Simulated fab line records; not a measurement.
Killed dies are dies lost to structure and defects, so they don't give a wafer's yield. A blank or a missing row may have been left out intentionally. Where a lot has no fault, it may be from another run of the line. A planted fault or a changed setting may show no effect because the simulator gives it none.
Chamber matching / flow n5-finfet / N5_BEOL_M2_PECVD_72 on pecvd-04 has 3 sister chambers
The step deposits SiO2 from TEOS/O2, target thk 16 nm, time 18 s. 3 wafers are shown with their chamber, then 7 later ones without.

== WAFERS PAIRED WITH THEIR CHAMBERS ==
wafer=L089.3; chamber=1; throttle-valve-pct (%)=23.3
wafer=L092.4; chamber=0; throttle-valve-pct (%)=24.9
wafer=L092.5; chamber=2; throttle-valve-pct (%)=22.0

== WAFERS WITH NO CHAMBER GIVEN ==
wafer=L092.6; throttle-valve-pct (%)=23.5
wafer=L096.1; throttle-valve-pct (%)=23.4
wafer=L096.3; throttle-valve-pct (%)=21.7
wafer=L096.5; throttle-valve-pct (%)=21.9
wafer=L097.1; throttle-valve-pct (%)=25.0
wafer=L097.2; throttle-valve-pct (%)=21.8
wafer=L097.3; throttle-valve-pct (%)=23.5

== CHAMBER TAKEN BY EACH ==
wafer=L092.6; from the rows above=1; in truth=1
wafer=L096.1; from the rows above=1; in truth=1
wafer=L096.3; from the rows above=2; in truth=2
wafer=L096.5; from the rows above=2; in truth=2
wafer=L097.1; from the rows above=0; in truth=0
wafer=L097.2; from the rows above=2; in truth=2
wafer=L097.3; from the rows above=1; in truth=1
Correct placement for 7 of the 7. From these rows, 0 cannot be placed. 0 placed wrongly.
How it was worked out, from the rows above alone: a wafer's distance from a chamber is the root of the sum, over the readings, of the square of ((its reading less the chamber's mean) divided by the reading's scatter). If the next closest chamber is less than 2 further off than the closest, the wafer can't be placed; otherwise it belongs to the closest. Each chamber's mean is taken over the wafers shown for it. The scatter (one wafer shown for each chamber): square how far every hidden wafer sits from the nearest shown wafer, average those squares and take the square root.
